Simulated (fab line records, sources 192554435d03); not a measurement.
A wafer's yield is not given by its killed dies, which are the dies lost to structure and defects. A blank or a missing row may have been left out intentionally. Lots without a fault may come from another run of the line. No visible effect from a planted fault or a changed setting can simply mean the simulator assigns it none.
Code-filled problem report in 8D (eight disciplines) form    flow n5 finfet    the parts of the form that need people (team, actions taken, sign-off) are left out

## 1. PROBLEM STATEMENT
spin speed rpm at N5_BEOL_M7_COAT_05 reads a mean of 1601.9 rpm on 6 wafers of 2 lots; wafers without a fault read 1500.1 rpm with a standard deviation of 0.99. So: +99 or more standard deviations from the usual mean.
The step: resist thk 90 nm.
First observed at day 11 12:25: wafer L308.1, on litho track-05. The record has a number at this step for 18 wafers belonging to 6 lots. The rule behind "out" and "out of limits": a value lying over 4 standard deviations away from the usual mean. The other wafers with a number count as sound.

## 2. WHAT IT IS AND WHAT IT IS NOT
question                     is                      is not
which readings at this step  spin speed rpm          -
which lots                   L308, L309              L300, L306, L313, L320
which wafers of those lots   all that have a number  -
read on which tools          litho track-05          litho track-02, litho track-04
when                         from day 11 12:25       up to then (6 sound wafers); but 6 sound wafers of L313, L320 came after

## 3. SUSPECTS, AND WHAT RULES EACH OUT
Counting: a tool at a process step up to the reading stays a suspect if it ran every lot that is out and no sound lot after the first of them.
- pecvd-01 at N5_BEOL_M6_DEP_56 (deposits SiCN from 3MS/NH3, target thk 10 nm, time 17.5 s): ruled out as a lasting fault. Following L308 (day 11 09:52), the first lot on it that is out, the sound lots L320 were run on it.
- litho track-05 at N5_BEOL_M7_COAT_05 (resist thk 90 nm): kept. It ran every lot that is out, first L308 (day 11 12:25), and no sound lot after that; its last sound lot up to then is L306 (day 10 18:29). Out on those wafers are its own readings of spin speed rpm.
The count leaves litho track-05 at N5_BEOL_M7_COAT_05.

## 4. THE CAUSE (what the simulator had put in)
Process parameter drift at N5_BEOL_M7_COAT_05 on litho track-05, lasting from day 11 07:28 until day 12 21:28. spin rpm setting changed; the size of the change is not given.
Only this tool survived the counting.

## 5. THE EFFECT CHAIN, in route order
One row per reading whose mean, taken over the struck wafers that have a number, lies over 3 standard deviations from the usual. Only readings whose record carries a usual standard deviation are examined. hours: median over the lots of the time between each lot's start at the first step of this table that gives one and its start at this step. sigmas: the change, counted in usual standard deviations.
hours  step                reading         usual       on struck wafers  change  sigmas
0      N5_BEOL_M7_COAT_05  spin speed rpm  1500.1 rpm  1601.9            +101.8  +99 or more
Here are the process steps it includes:
- N5_BEOL_M7_COAT_05: resist thk 90 nm.
At these later measuring or inspecting steps, every struck wafer for which the step has a row has a number for every such reading, and none has moved that far: N5_BEOL_M7_CD_MEAS_11, N5_BEOL_M7_OVL_MEAS_12, N5_BEOL_M7_INSPECT_13.

## 6. HOW IT WOULD HAVE BEEN CAUGHT EARLIER
In this record the first reading out of limits was taken at day 11 12:25, 5 hours after the fault began at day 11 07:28.
